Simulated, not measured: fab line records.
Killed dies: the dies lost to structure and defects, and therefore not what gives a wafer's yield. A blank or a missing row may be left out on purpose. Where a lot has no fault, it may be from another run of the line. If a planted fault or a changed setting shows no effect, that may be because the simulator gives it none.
What tool caused it? / flow nand_harc / 39 wafers from 13 lots sampled at 6 of the route's 1159 steps

## WHAT THE GAUGES SHOWED, per wafer
NHARC_A_ONON_D1_THK_MEAS_02: measures by ellipsometry.
lot=L851; measured=day 8 05:10; on=film_metro-01; thk_nm (nm)=1007 1009 1007
lot=L854; measured=day 8 05:07; on=film_metro-02; thk_nm (nm)=999 1000 1003
lot=L855; measured=day 8 20:08; on=film_metro-02; thk_nm (nm)=990 991 989
lot=L858; measured=day 9 09:49; on=film_metro-01; thk_nm (nm)=1002 1002 1002
lot=L860; measured=day 9 13:17; on=film_metro-02; thk_nm (nm)=995 993 993
lot=L864; measured=day 10 17:14; on=film_metro-02; thk_nm (nm)=1011 1010 1011
lot=L861; measured=day 10 16:56; on=film_metro-02; thk_nm (nm)=993 991 992
lot=L863; measured=day 10 16:53; on=film_metro-02; thk_nm (nm)=1002 1002 1001
lot=L865; measured=day 11 12:50; on=film_metro-01; thk_nm (nm)=1010 1009 1009
lot=L869; measured=day 12 02:54; on=film_metro-01; thk_nm (nm)=996 995 995
lot=L870; measured=day 12 14:49; on=film_metro-02; thk_nm (nm)=992 990 991
lot=L872; measured=day 13 08:46; on=film_metro-02; thk_nm (nm)=996 998 998
lot=L873; measured=day 13 08:43; on=film_metro-02; thk_nm (nm)=1001 999 998

NHARC_A_ONON_D1_THK_MEAS_14: measures by ellipsometry.
lot=L851; measured=day 8 07:28; on=film_metro-02; thk_nm (nm)=1012 1011 1009
lot=L854; measured=day 8 07:23; on=film_metro-02; thk_nm (nm)=1002 1002 1001
lot=L855; measured=day 8 22:23; on=film_metro-01; thk_nm (nm)=1006 1005 1005
lot=L858; measured=day 9 12:07; on=film_metro-01; thk_nm (nm)=1003 1003 1003
lot=L860; measured=day 9 15:34; on=film_metro-02; thk_nm (nm)=392 391 391
lot=L864; measured=day 10 19:31; on=film_metro-01; thk_nm (nm)=1019 1017 1017
lot=L861; measured=day 10 19:17; on=film_metro-01; thk_nm (nm)=380 381 379
lot=L863; measured=day 10 19:09; on=film_metro-01; thk_nm (nm)=1006 1008 1009
lot=L865; measured=day 11 15:08; on=film_metro-02; thk_nm (nm)=998 998 996
lot=L869; measured=day 12 05:10; on=film_metro-02; thk_nm (nm)=1012 1014 1014
lot=L870; measured=day 12 17:05; on=film_metro-01; thk_nm (nm)=1000 1000 1003
lot=L872; measured=day 13 11:03; on=film_metro-01; thk_nm (nm)=998 998 998
lot=L873; measured=day 13 11:00; on=film_metro-01; thk_nm (nm)=989 988 987

NHARC_END_SORT_01.
lot=L860; measured=day 21 13:19; on=prober-01; killed_at_array=674 674 670; killed_at_other=0 3 3; killed_at_periphery=3 0 4; killed_dies=677 677 677; killed_open=3 6 3; killed_short=1 2 4
lot=L861; measured=day 23 06:19; on=prober-01; killed_at_array=672 675 673; killed_at_other=0 0 0; killed_at_periphery=5 2 4; killed_dies=677 677 677; killed_open=3 4 1; killed_short=2 4 0
lot=L865; measured=day 22 19:11; on=prober-01; killed_at_array=24 29 22; killed_at_other=1 2 1; killed_at_periphery=6 6 10; killed_dies=31 37 33; killed_open=2 4 5; killed_short=3 1 1

## WHICH TOOL RAN EACH LOT (tool, then ch and the chambers of the sampled wafers, then the start)
lot=L851; NHARC_P_BONDPAD_CMP_19=cmp-02 ch 0,1,3, day 7 04:49; NHARC_A_ONON_D1_DEP_12=pecvd_onon-04 ch 0, day 8 06:55; NHARC_A_CHANNEL_HOLE_D1_DEP_01=pecvd-02 ch 0,1,2, day 8 19:31
lot=L854; NHARC_P_BONDPAD_CMP_19=cmp-03 ch 0,2,3, day 7 06:35; NHARC_A_ONON_D1_DEP_12=pecvd_onon-02 ch 0, day 8 06:52; NHARC_A_CHANNEL_HOLE_D1_DEP_01=pecvd-03 ch 0,1,2, day 8 19:25
lot=L855; NHARC_P_BONDPAD_CMP_19=cmp-02 ch 0,1, day 7 18:27; NHARC_A_ONON_D1_DEP_12=pecvd_onon-01 ch 0, day 8 21:53; NHARC_A_CHANNEL_HOLE_D1_DEP_01=pecvd-02 ch 0,2, day 9 13:12
lot=L858; NHARC_P_BONDPAD_CMP_19=cmp-01 ch 0,1,2, day 8 10:56; NHARC_A_ONON_D1_DEP_12=pecvd_onon-02 ch 0, day 9 11:36; NHARC_A_CHANNEL_HOLE_D1_DEP_01=pecvd-04 ch 0,2, day 10 05:16
lot=L860; NHARC_P_BONDPAD_CMP_19=cmp-01 ch 0,1,3, day 8 15:44; NHARC_A_ONON_D1_DEP_12=pecvd_onon-02 ch 0, day 9 15:07; NHARC_A_CHANNEL_HOLE_D1_DEP_01=-
lot=L864; NHARC_P_BONDPAD_CMP_19=cmp-01 ch 1,3, day 9 16:46; NHARC_A_ONON_D1_DEP_12=pecvd_onon-04 ch 0, day 10 19:03; NHARC_A_CHANNEL_HOLE_D1_DEP_01=pecvd-04 ch 0,1, day 11 11:37
lot=L861; NHARC_P_BONDPAD_CMP_19=cmp-02 ch 1,2,3, day 9 17:20; NHARC_A_ONON_D1_DEP_12=pecvd_onon-02 ch 0, day 10 18:47; NHARC_A_CHANNEL_HOLE_D1_DEP_01=-
lot=L863; NHARC_P_BONDPAD_CMP_19=cmp-03 ch 0,2, day 9 19:40; NHARC_A_ONON_D1_DEP_12=pecvd_onon-04 ch 0, day 10 18:38; NHARC_A_CHANNEL_HOLE_D1_DEP_01=pecvd-04 ch 0,1, day 11 09:37
lot=L865; NHARC_P_BONDPAD_CMP_19=cmp-03 ch 0,1, day 10 11:35; NHARC_A_ONON_D1_DEP_12=pecvd_onon-01 ch 0, day 11 14:38; NHARC_A_CHANNEL_HOLE_D1_DEP_01=pecvd-02 ch 0,1,2, day 12 03:17
lot=L869; NHARC_P_BONDPAD_CMP_19=cmp-02 ch 0,1,3, day 11 02:34; NHARC_A_ONON_D1_DEP_12=pecvd_onon-04 ch 0, day 12 04:43; NHARC_A_CHANNEL_HOLE_D1_DEP_01=pecvd-04 ch 0,2, day 12 19:41
lot=L870; NHARC_P_BONDPAD_CMP_19=cmp-01 ch 1,3, day 11 15:26; NHARC_A_ONON_D1_DEP_12=pecvd_onon-01 ch 0, day 12 16:35; NHARC_A_CHANNEL_HOLE_D1_DEP_01=pecvd-02 ch 0,1, day 13 05:04
lot=L872; NHARC_P_BONDPAD_CMP_19=cmp-02 ch 0,1,2, day 12 08:28; NHARC_A_ONON_D1_DEP_12=pecvd_onon-01 ch 0, day 13 10:32; NHARC_A_CHANNEL_HOLE_D1_DEP_01=pecvd-02 ch 1,2, day 14 01:10
lot=L873; NHARC_P_BONDPAD_CMP_19=cmp-01 ch 2,3, day 12 09:01; NHARC_A_ONON_D1_DEP_12=pecvd_onon-04 ch 0, day 13 10:36; NHARC_A_CHANNEL_HOLE_D1_DEP_01=pecvd-03 ch 0,1, day 14 01:28
- NHARC_P_BONDPAD_CMP_19: polishes, t overpolish 30 s, cu recess touch 16 s, target thk 160.81 nm.
- NHARC_A_ONON_D1_DEP_12: target thk 1000 nm.
- NHARC_A_CHANNEL_HOLE_D1_DEP_01: deposits SiON, target thk 140 nm.

## WHAT THE TOOLS THEMSELVES READ (means of the sampled wafers that have a number; where no wafer has one, the mark that the record gives instead)
NHARC_P_BONDPAD_CMP_19.
lot=L851; tool=cmp-02; motor_current_A (A)=11.7; overpolish_run_s (s)=29.991
lot=L854; tool=cmp-03; motor_current_A (A)=12.5; overpolish_run_s (s)=29.994
lot=L855; tool=cmp-02; motor_current_A (A)=11.7; overpolish_run_s (s)=30.000
lot=L858; tool=cmp-01; motor_current_A (A)=12.0; overpolish_run_s (s)=29.996
lot=L860; tool=cmp-01; motor_current_A (A)=12.2; overpolish_run_s (s)=29.998
lot=L864; tool=cmp-01; motor_current_A (A)=12.1; overpolish_run_s (s)=29.995
lot=L861; tool=cmp-02; motor_current_A (A)=10.7; overpolish_run_s (s)=30.000
lot=L863; tool=cmp-03; motor_current_A (A)=13.3; overpolish_run_s (s)=29.996
lot=L865; tool=cmp-03; motor_current_A (A)=12.5; overpolish_run_s (s)=30.000
lot=L869; tool=cmp-02; motor_current_A (A)=11.3; overpolish_run_s (s)=29.992
lot=L870; tool=cmp-01; motor_current_A (A)=12.6; overpolish_run_s (s)=30.004
lot=L872; tool=cmp-02; motor_current_A (A)=11.1; overpolish_run_s (s)=30.005
lot=L873; tool=cmp-01; motor_current_A (A)=12.7; overpolish_run_s (s)=29.995

NHARC_A_CHANNEL_HOLE_D1_DEP_01.
lot=L851; tool=pecvd-02; chamber_pressure_Torr (Torr)=3.506; heater_power_w (W)=763; rf_fwd_power_W (W)=348.0
lot=L854; tool=pecvd-03; chamber_pressure_Torr (Torr)=3.502; heater_power_w (W)=774; rf_fwd_power_W (W)=348.7
lot=L855; tool=pecvd-02; chamber_pressure_Torr (Torr)=3.502; heater_power_w (W)=676; rf_fwd_power_W (W)=347.1
lot=L858; tool=pecvd-04; chamber_pressure_Torr (Torr)=3.509; heater_power_w (W)=925; rf_fwd_power_W (W)=348.3
lot=L864; tool=pecvd-04; chamber_pressure_Torr (Torr)=3.505; heater_power_w (W)=940; rf_fwd_power_W (W)=348.0
lot=L863; tool=pecvd-04; chamber_pressure_Torr (Torr)=3.496; heater_power_w (W)=930; rf_fwd_power_W (W)=348.1
lot=L865; tool=pecvd-02; chamber_pressure_Torr (Torr)=3.504; heater_power_w (W)=840; rf_fwd_power_W (W)=348.9
lot=L869; tool=pecvd-04; chamber_pressure_Torr (Torr)=3.505; heater_power_w (W)=878; rf_fwd_power_W (W)=348.5
lot=L870; tool=pecvd-02; chamber_pressure_Torr (Torr)=3.493; heater_power_w (W)=749; rf_fwd_power_W (W)=348.5
lot=L872; tool=pecvd-02; chamber_pressure_Torr (Torr)=3.492; heater_power_w (W)=831; rf_fwd_power_W (W)=348.0
lot=L873; tool=pecvd-03; chamber_pressure_Torr (Torr)=3.504; heater_power_w (W)=753; rf_fwd_power_W (W)=349.9

## THE ANSWER, worked out from the rows above alone
Rule: usual is defined by the lots themselves. Put in order of their means at a reading, lots are off if they are a third of the lots or fewer, leave a main group of 4 or more, and stand apart from it by a gap of 3 or more times the standard deviation of the main group's means; of several such gaps the widest counts. The tables above print the reading to a certain number of digits; a main group whose means all agree to those digits is not used. Also off: a lot with no number at a reading for which 4 or more lots have one. The other lots that the step has rows for count as sound. First the gauges in route order, then the tools' own readings, where a lot's mean is used as printed above. The first step at which some lot is off is used, and at that step the reading that is off furthest; a lot without a number counts as furthest.
Off at NHARC_A_ONON_D1_THK_MEAS_14 (thk_nm): L860, L861. The main group has a mean of 1004 nm with a standard deviation of 7.9.
If a tool, at a process step before that reading, ran all the lots that are off and no sound lot after the first of them, it fits. The gauges at NHARC_A_ONON_D1_THK_MEAS_14 are tried like those tools. One fits: pecvd_onon-02 at NHARC_A_ONON_D1_DEP_12. A fault onset in the window from L858 (day 9 11:36, its last sound lot) to L860 (day 9 15:07, its first lot off) fits.

## WHAT THE SIMULATOR PUT IN
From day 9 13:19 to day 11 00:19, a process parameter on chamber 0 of pecvd_onon-02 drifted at NHARC_A_ONON_D1_DEP_12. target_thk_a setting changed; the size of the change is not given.
Shown lots that were struck: L860, L861. This agrees with what the rule above found.
